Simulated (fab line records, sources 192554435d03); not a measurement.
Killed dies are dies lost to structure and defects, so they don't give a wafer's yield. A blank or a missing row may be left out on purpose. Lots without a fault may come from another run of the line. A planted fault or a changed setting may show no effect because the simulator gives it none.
Which tool did it? | flow n5_finfet | 22 lots, 66 wafers sampled, at 6 steps of a route of 1938

WHAT THE GAUGES READ, wafer by wafer
N5_BEOL_M12_CD_MEAS_10: target cd 140 nm.
lot  | measured     | on        | cd_nm (nm)
L074 | day 10 17:34 | cd_sem-01 | 141.7 140.9 141.3
L077 | day 10 19:11 | cd_sem-02 | 138.8 138.0 138.3
L075 | day 10 19:35 | cd_sem-03 | 138.4 138.1 139.0
L076 | day 10 23:04 | cd_sem-01 | 141.7 138.3 140.7
L079 | day 11 23:58 | cd_sem-03 | 138.3 138.1 139.4
L081 | day 12 07:05 | cd_sem-01 | 142.0 142.2 144.1
L083 | day 12 11:11 | cd_sem-01 | 139.1 140.8 140.2
L082 | day 12 12:05 | cd_sem-02 | 143.8 143.5 142.0
L084 | day 12 20:01 | cd_sem-01 | 141.6 141.1 140.9
L085 | day 13 03:15 | cd_sem-01 | 140.8 137.6 139.9
L086 | day 13 11:44 | cd_sem-01 | 139.8 139.2 137.6
L087 | day 13 19:34 | cd_sem-01 | 138.8 138.1 138.5
L088 | day 14 03:04 | cd_sem-02 | 141.0 139.8 139.5
L090 | day 14 05:04 | cd_sem-03 | 139.5 140.9 139.9
L091 | day 14 09:14 | cd_sem-02 | 137.1 139.6 137.6
L089 | day 14 12:56 | cd_sem-02 | 139.6 140.4 141.0
L092 | day 15 04:40 | cd_sem-02 | 137.7 141.6 141.1
L093 | day 15 14:06 | cd_sem-02 | 143.9 143.8 142.8
L095 | day 15 13:40 | cd_sem-01 | 141.1 141.6 140.2
L094 | day 15 16:10 | cd_sem-01 | 139.3 140.9 139.6
L096 | day 16 02:21 | cd_sem-01 | 138.5 137.6 138.5
L097 | day 16 05:13 | cd_sem-02 | 141.1 140.0 140.4

WHICH TOOL RAN EACH LOT (tool, then ch and the chambers of the sampled wafers, then the start)
lot  | N5_BEOL_M10_ETCH_66                | N5_BEOL_M10_TRENCH_ETCH_37                    | N5_BEOL_M10_ALD_74                  | N5_BEOL_M11_DESCUM_33              | N5_BEOL_M11_CURE_72
L074 | rie_diel-02 ch 2,3, day 10 03:38   | rie_diel-02 ch 2,3, day 10 05:08 or earlier   | ald_metal-03 ch 0,1,3, day 10 05:08 | rie_diel-05 ch 0,3, day 10 13:25   | uv_cure-03 ch 2, day 10 14:25
L077 | rie_diel-02 ch 0,3, day 10 08:09   | rie_diel-02 ch 0,3, day 10 09:26 or earlier   | ald_metal-04 ch 1,2, day 10 09:26   | rie_diel-01 ch 0,2,3, day 10 14:54 | uv_cure-02 ch 0, day 10 15:35
L075 | rie_diel-04 ch 2,3, day 10 08:19   | rie_diel-04 ch 2,3, day 10 10:03 or earlier   | ald_metal-04 ch 1,2,3, day 10 10:03 | rie_diel-03 ch 1,2,3, day 10 15:53 | uv_cure-02 ch 0, day 10 16:41
L076 | rie_diel-06 ch 0,1,3, day 10 13:29 | rie_diel-06 ch 0,1,3, day 10 14:34 or earlier | ald_metal-03 ch 1,2, day 10 14:34   | rie_diel-01 ch 0,2,3, day 10 19:46 | uv_cure-02 ch 2, day 10 20:30
L079 | rie_diel-04 ch 1,2, day 11 08:19   | rie_diel-04 ch 1,2, day 11 11:10 or earlier   | ald_metal-04 ch 1,2,3, day 11 11:10 | rie_diel-05 ch 2,3, day 11 19:20   | uv_cure-03 ch 1, day 11 20:02
L081 | rie_diel-02 ch 1,2, day 11 17:44   | rie_diel-02 ch 1,2, day 11 18:56 or earlier   | ald_metal-04 ch 2,3, day 11 18:56   | rie_diel-01 ch 0,2,3, day 12 03:53 | uv_cure-01 ch 2, day 12 04:35
L083 | rie_diel-06 ch 1,2,3, day 11 21:55 | rie_diel-06 ch 1,2,3, day 11 23:31 or earlier | ald_metal-04 ch 0,2,3, day 11 23:31 | rie_diel-05 ch 1,2,3, day 12 07:43 | uv_cure-01 ch 1, day 12 08:25
L082 | rie_diel-06 ch 0,2,3, day 11 22:23 | rie_diel-06 ch 0,2,3, day 11 23:52 or earlier | ald_metal-04 ch 1,3, day 11 23:52   | rie_diel-03 ch 1,2,3, day 12 07:52 | uv_cure-02 ch 0, day 12 08:49
L084 | rie_diel-04 ch 0,3, day 12 07:55   | rie_diel-04 ch 0,3, day 12 09:10 or earlier   | ald_metal-04 ch 1,2,3, day 12 09:10 | rie_diel-05 ch 0,3, day 12 16:28   | uv_cure-02 ch 0, day 12 17:23
L085 | rie_diel-06 ch 0,1, day 12 16:32   | rie_diel-06 ch 0,1, day 12 17:53 or earlier   | ald_metal-02 ch 0,1,2, day 12 17:53 | rie_diel-05 ch 0,3, day 12 23:19   | uv_cure-03 ch 0, day 13 00:08
L086 | rie_diel-02 ch 2,3, day 12 23:10   | rie_diel-02 ch 2,3, day 13 00:34 or earlier   | ald_metal-03 ch 0,1,3, day 13 00:34 | rie_diel-05 ch 0,2,3, day 13 07:45 | uv_cure-01 ch 1, day 13 08:26
L087 | rie_diel-04 ch 1,2,3, day 13 04:58 | rie_diel-04 ch 1,2,3, day 13 08:04 or earlier | ald_metal-02 ch 0,1, day 13 08:04   | rie_diel-05 ch 0,3, day 13 14:41   | uv_cure-02 ch 0, day 13 15:26
L088 | rie_diel-04 ch 0,2, day 13 16:55   | rie_diel-04 ch 0,2, day 13 17:59 or earlier   | ald_metal-02 ch 1,3, day 13 17:59   | rie_diel-01 ch 0,2, day 13 23:44   | uv_cure-02 ch 2, day 14 00:29
L090 | rie_diel-02 ch 0,1,2, day 13 17:05 | rie_diel-02 ch 0,1,2, day 13 18:14 or earlier | ald_metal-03 ch 1,2, day 13 18:14   | rie_diel-01 ch 0,2, day 14 00:12   | uv_cure-01 ch 1, day 14 00:53
L091 | rie_diel-04 ch 1,2,3, day 13 23:49 | rie_diel-04 ch 1,2,3, day 14 00:52 or earlier | ald_metal-03 ch 1,2, day 14 00:52   | rie_diel-05 ch 0,3, day 14 05:46   | uv_cure-02 ch 2, day 14 06:37
L089 | rie_diel-04 ch 1,2,3, day 14 00:27 | rie_diel-04 ch 1,2,3, day 14 01:28 or earlier | ald_metal-04 ch 1,2,3, day 14 01:28 | rie_diel-03 ch 1,2, day 14 07:49   | uv_cure-03 ch 0, day 14 08:33
L092 | rie_diel-04 ch 0,1,2, day 14 15:39 | rie_diel-04 ch 0,1,2, day 14 17:12 or earlier | ald_metal-03 ch 0,1,2, day 14 17:12 | rie_diel-03 ch 0,1,3, day 14 23:11 | uv_cure-02 ch 2, day 14 23:57
L093 | rie_diel-04 ch 1,3, day 14 22:39   | rie_diel-04 ch 1,3, day 15 00:44 or earlier   | ald_metal-03 ch 0,1, day 15 00:44   | rie_diel-01 ch 2,3, day 15 09:49   | uv_cure-02 ch 1, day 15 10:31
L095 | rie_diel-04 ch 0,1,2, day 15 01:38 | rie_diel-04 ch 0,1,2, day 15 03:10 or earlier | ald_metal-03 ch 0,2,3, day 15 03:10 | rie_diel-05 ch 0,2,3, day 15 09:13 | uv_cure-03 ch 1, day 15 09:53
L094 | rie_diel-02 ch 1,2,3, day 15 01:49 | rie_diel-02 ch 1,2,3, day 15 03:41 or earlier | ald_metal-03 ch 1,2,3, day 15 03:41 | rie_diel-05 ch 0,1,3, day 15 11:14 | uv_cure-03 ch 0, day 15 11:58
L096 | rie_diel-04 ch 0,1,3, day 15 13:50 | rie_diel-04 ch 0,1,3, day 15 15:17 or earlier | ald_metal-02 ch 1,2, day 15 15:17   | rie_diel-03 ch 1,3, day 15 22:44   | uv_cure-01 ch 2, day 15 23:31
L097 | rie_diel-06 ch 2,3, day 15 18:59   | rie_diel-06 ch 2,3, day 15 20:35 or earlier   | ald_metal-03 ch 0,2,3, day 15 20:35 | rie_diel-03 ch 2,3, day 16 01:35   | uv_cure-01 ch 1, day 16 02:29
- N5_BEOL_M10_ETCH_66: etches SOC in N2/H2, target depth 120 nm, overetch 24 nm, time 180 s.
- N5_BEOL_M10_TRENCH_ETCH_37: etches SiCOH lowk in C4F6/O2, target depth 148.83 nm, time 48 s.
- N5_BEOL_M10_ALD_74: deposits TaN, target thk 2 nm, pulse time 2 s, purge time 3 s.
- N5_BEOL_M11_DESCUM_33: chemistry O2, time 7.9 s.
- N5_BEOL_M11_CURE_72: cures SiCOH lowk, time 120 s.

WHAT THE TOOLS THEMSELVES READ (means of the sampled wafers that have a number; where no wafer has one, the mark that the record gives instead)
N5_BEOL_M10_ETCH_66.
lot  | tool        | bias_w (W) | drypump_motor_current_A (A) | h2_flow_sccm (sccm) | oes_product_au (a.u.) | rf_fwd_power_W (W) | rf_vpp_V (V) | showerhead_plenum_p_Torr (Torr) | throttle_valve_pct (%)
L074 | rie_diel-02 | 150.3      | 5.6                         | 200.2               | 0.58                  | 839.6              | 522.9        | 2.53                            | 18.30
L077 | rie_diel-02 | 150.2      | 5.2                         | 199.7               | 0.59                  | 838.3              | 522.7        | 2.50                            | 18.16
L075 | rie_diel-04 | 150.1      | 6.0                         | 200.1               | 0.66                  | 832.8              | 526.6        | 2.61                            | 17.78
L076 | rie_diel-06 | 150.4      | 5.8                         | 199.4               | 0.61                  | 836.5              | 524.0        | 2.55                            | 17.94
L079 | rie_diel-04 | 150.3      | 5.9                         | 200.4               | 0.70                  | 836.6              | 521.8        | 2.48                            | 17.80
L081 | rie_diel-02 | 150.4      | 5.8                         | 200.1               | 0.58                  | 834.8              | 525.1        | 2.60                            | 18.12
L083 | rie_diel-06 | 149.4      | 5.5                         | 200.2               | 0.59                  | 836.5              | 524.3        | 2.54                            | 18.01
L082 | rie_diel-06 | 150.0      | 5.9                         | 200.1               | 0.60                  | 838.2              | 521.7        | 2.47                            | 17.78
L084 | rie_diel-04 | 149.6      | 6.3                         | 199.3               | 0.70                  | 840.1              | 524.3        | 2.55                            | 17.61
L085 | rie_diel-06 | 150.0      | 6.5                         | 200.1               | 0.60                  | 838.1              | 522.0        | 2.51                            | 17.80
L086 | rie_diel-02 | 149.8      | 6.0                         | 200.6               | 0.68                  | 835.8              | 522.6        | 2.54                            | 18.04
L087 | rie_diel-04 | 150.1      | 6.0                         | 199.0               | 0.65                  | 838.8              | 523.8        | 2.53                            | 17.82
L088 | rie_diel-04 | 149.9      | 6.0                         | 199.8               | 0.66                  | 837.7              | 521.8        | 2.46                            | 17.81
L090 | rie_diel-02 | 149.7      | 5.8                         | 199.7               | 0.69                  | 838.3              | 523.6        | 2.55                            | 17.79
L091 | rie_diel-04 | 149.7      | 5.9                         | 200.7               | 0.65                  | 836.0              | 522.6        | 2.53                            | 17.84
L089 | rie_diel-04 | 150.5      | 5.9                         | 200.3               | 0.65                  | 835.3              | 524.3        | 2.53                            | 17.83
L092 | rie_diel-04 | 149.8      | 6.1                         | 199.9               | 0.67                  | 835.2              | 522.0        | 2.47                            | 17.77
L093 | rie_diel-04 | 149.8      | 6.0                         | 199.5               | 0.67                  | 837.4              | 524.6        | 2.54                            | 17.79
L095 | rie_diel-04 | 149.8      | 6.1                         | 200.0               | 0.67                  | 836.4              | 520.7        | 2.47                            | 17.78
L094 | rie_diel-02 | 149.9      | 5.7                         | 200.2               | 0.70                  | 835.5              | 523.7        | 2.55                            | 17.98
L096 | rie_diel-04 | 149.9      | 6.1                         | 199.9               | 0.67                  | 835.5              | 524.4        | 2.54                            | 17.71
L097 | rie_diel-06 | 149.8      | 5.6                         | 200.7               | 0.57                  | 837.2              | 522.0        | 2.46                            | 17.87

N5_BEOL_M10_TRENCH_ETCH_37.
lot  | tool        | C4F6_flow_sccm (sccm) | bias_w (W) | drypump_motor_current_A (A) | oes_product_au (a.u.) | rf_fwd_power_W (W) | rf_vpp_V (V) | showerhead_plenum_p_Torr (Torr) | throttle_valve_pct (%)
L074 | rie_diel-02 | 10.005                | 185.0      | 5.6                         | 0.71                  | 340.9              | 663          | 2.83                            | 21.32
L077 | rie_diel-02 | 10.016                | 184.6      | 5.1                         | 0.72                  | 342.5              | 659          | 2.79                            | 21.09
L075 | rie_diel-04 | 10.009                | 184.6      | 5.9                         | 0.81                  | 340.5              | 675          | 2.91                            | 20.87
L076 | rie_diel-06 | 9.987                 | 185.1      | 5.9                         | 0.76                  | 341.3              | 672          | 2.85                            | 20.96
L079 | rie_diel-04 | 9.997                 | 185.7      | 5.9                         | 0.87                  | 339.5              | 666          | 2.77                            | 20.89
L081 | rie_diel-02 | 9.995                 | 184.9      | 5.8                         | 0.73                  | 338.7              | 669          | 2.90                            | 21.15
L083 | rie_diel-06 | 10.001                | 185.2      | 5.5                         | 0.74                  | 340.8              | 673          | 2.84                            | 21.06
L082 | rie_diel-06 | 10.006                | 184.6      | 5.9                         | 0.74                  | 340.8              | 671          | 2.77                            | 20.82
L084 | rie_diel-04 | 10.027                | 184.9      | 6.4                         | 0.87                  | 342.9              | 667          | 2.86                            | 20.84
L085 | rie_diel-06 | 10.004                | 185.1      | 6.4                         | 0.73                  | 341.0              | 669          | 2.79                            | 20.84
L086 | rie_diel-02 | 9.985                 | 185.2      | 6.0                         | 0.84                  | 340.5              | 666          | 2.84                            | 21.12
L087 | rie_diel-04 | 10.007                | 185.5      | 5.9                         | 0.82                  | 341.3              | 671          | 2.83                            | 20.92
L088 | rie_diel-04 | 9.995                 | 184.6      | 6.1                         | 0.81                  | 342.7              | 669          | 2.77                            | 20.96
L090 | rie_diel-02 | 9.981                 | 184.6      | 5.8                         | 0.86                  | 341.0              | 666          | 2.84                            | 20.82
L091 | rie_diel-04 | 10.024                | 185.2      | 6.0                         | 0.81                  | 341.8              | 671          | 2.83                            | 20.93
L089 | rie_diel-04 | 9.995                 | 184.9      | 5.9                         | 0.80                  | 341.2              | 671          | 2.83                            | 20.92
L092 | rie_diel-04 | 10.017                | 185.1      | 6.1                         | 0.84                  | 340.7              | 666          | 2.77                            | 20.93
L093 | rie_diel-04 | 9.990                 | 185.5      | 5.9                         | 0.83                  | 341.0              | 668          | 2.84                            | 20.88
L095 | rie_diel-04 | 9.995                 | 185.1      | 6.1                         | 0.83                  | 339.6              | 667          | 2.77                            | 20.93
L094 | rie_diel-02 | 9.985                 | 184.8      | 5.7                         | 0.86                  | 340.8              | 665          | 2.85                            | 21.04
L096 | rie_diel-04 | 9.999                 | 185.0      | 6.2                         | 0.83                  | 341.4              | 668          | 2.84                            | 20.88
L097 | rie_diel-06 | 9.974                 | 184.8      | 5.6                         | 0.70                  | 341.9              | 672          | 2.75                            | 20.93

N5_BEOL_M10_ALD_74.
lot  | tool         | heater_power_w (W)
L074 | ald_metal-03 | 376
L077 | ald_metal-04 | 492
L075 | ald_metal-04 | 493
L076 | ald_metal-03 | 432
L079 | ald_metal-04 | 494
L081 | ald_metal-04 | 494
L083 | ald_metal-04 | 464
L082 | ald_metal-04 | 486
L084 | ald_metal-04 | 495
L085 | ald_metal-02 | 446
L086 | ald_metal-03 | 386
L087 | ald_metal-02 | 442
L088 | ald_metal-02 | 448
L090 | ald_metal-03 | 434
L091 | ald_metal-03 | 433
L089 | ald_metal-04 | 492
L092 | ald_metal-03 | 413
L093 | ald_metal-03 | 424
L095 | ald_metal-03 | 371
L094 | ald_metal-03 | 397
L096 | ald_metal-02 | 457
L097 | ald_metal-03 | 369

N5_BEOL_M11_DESCUM_33.
lot  | tool        | drypump_motor_current_A (A) | oes_product_au (a.u.) | rf_fwd_power_W (W) | rf_vpp_V (V) | showerhead_plenum_p_Torr (Torr) | throttle_valve_pct (%)
L074 | rie_diel-05 | 6.1                         | 0.80                  | 48.9               | 240.8        | 2.01                            | 20.34
L077 | rie_diel-01 | 5.7                         | 0.89                  | 49.3               | 243.5        | 2.15                            | 20.35
L075 | rie_diel-03 | 5.3                         | 0.74                  | 49.1               | 243.8        | 2.09                            | 20.30
L076 | rie_diel-01 | 5.7                         | 0.89                  | 49.4               | 244.1        | 2.15                            | 20.35
L079 | rie_diel-05 | 6.4                         | 0.72                  | 49.1               | 241.8        | 2.00                            | 20.59
L081 | rie_diel-01 | 5.7                         | 0.86                  | 49.4               | 243.9        | 2.14                            | 20.38
L083 | rie_diel-05 | 6.3                         | 0.79                  | 49.2               | 241.8        | 2.01                            | 20.51
L082 | rie_diel-03 | 5.3                         | 0.73                  | 49.1               | 242.7        | 2.09                            | 20.32
L084 | rie_diel-05 | 5.4                         | 0.81                  | 48.9               | 242.2        | 2.01                            | 20.29
L085 | rie_diel-05 | 6.1                         | 0.77                  | 48.9               | 241.5        | 2.00                            | 20.36
L086 | rie_diel-05 | 5.9                         | 0.76                  | 49.3               | 242.5        | 2.00                            | 20.46
L087 | rie_diel-05 | 5.4                         | 0.80                  | 48.9               | 241.7        | 2.01                            | 20.29
L088 | rie_diel-01 | 6.1                         | 0.85                  | 49.5               | 243.8        | 2.14                            | 20.50
L090 | rie_diel-01 | 6.1                         | 0.86                  | 49.6               | 243.6        | 2.14                            | 20.50
L091 | rie_diel-05 | 5.4                         | 0.79                  | 48.9               | 241.9        | 2.01                            | 20.30
L089 | rie_diel-03 | 5.3                         | 0.71                  | 49.1               | 245.1        | 2.17                            | 20.38
L092 | rie_diel-03 | 5.3                         | 0.78                  | 49.5               | 243.3        | 2.07                            | 20.26
L093 | rie_diel-01 | 5.9                         | 0.76                  | 49.3               | 244.3        | 2.13                            | 20.53
L095 | rie_diel-05 | 5.9                         | 0.74                  | 49.2               | 240.3        | 2.00                            | 20.47
L094 | rie_diel-05 | 5.8                         | 0.80                  | 49.0               | 242.4        | 2.02                            | 20.39
L096 | rie_diel-03 | 5.3                         | 0.71                  | 49.4               | 243.1        | 2.07                            | 20.35
L097 | rie_diel-03 | 5.2                         | 0.72                  | 49.2               | 243.5        | 2.08                            | 20.39

N5_BEOL_M11_CURE_72.
lot  | tool       | lamp_power_pct (%) | wafer_temp_C_max
L074 | uv_cure-03 | 52.32              | 371.6
L077 | uv_cure-02 | 52.33              | 371.3
L075 | uv_cure-02 | 52.29              | 371.7
L076 | uv_cure-02 | 52.32              | 371.7
L079 | uv_cure-03 | 52.26              | 370.9
L081 | uv_cure-01 | 52.35              | 371.9
L083 | uv_cure-01 | 52.33              | 372.0
L082 | uv_cure-02 | 52.34              | 371.7
L084 | uv_cure-02 | 52.30              | 371.5
L085 | uv_cure-03 | 52.35              | 371.3
L086 | uv_cure-01 | 52.33              | 371.8
L087 | uv_cure-02 | 52.27              | 371.4
L088 | uv_cure-02 | 52.33              | 372.1
L090 | uv_cure-01 | 52.37              | 372.2
L091 | uv_cure-02 | 52.31              | 372.1
L089 | uv_cure-03 | 52.32              | 371.8
L092 | uv_cure-02 | 52.34              | 371.9
L093 | uv_cure-02 | 52.26              | 372.8
L095 | uv_cure-03 | 52.37              | 371.2
L094 | uv_cure-03 | 52.34              | 372.0
L096 | uv_cure-01 | 52.38              | 371.5
L097 | uv_cure-01 | 52.31              | 372.0

THE ANSWER, worked out from the rows above alone
Rule: what is usual is taken from the lots themselves. Put in order of their means at a reading, lots are off if they are a third of the lots or fewer, leave a main group of 4 or more, and stand apart from it by a gap of 3 or more times the standard deviation of the main group's means; of several such gaps the widest counts. A main group whose means are all the same, to the digits that the tables above print for the reading, isn't used. A lot without any number at a reading at which 4 lots or more have one is off too. The other lots that the step has rows for count as sound. The gauges are gone through in route order, then the tools' own readings, and for those a lot's mean is taken as printed above. The first step at which some lot is off is used, and at that step the reading that is off furthest; a lot without a number counts as furthest.
No lot is off at any reading shown: from this, nothing can be told.

WHAT THE SIMULATOR HAD PUT IN
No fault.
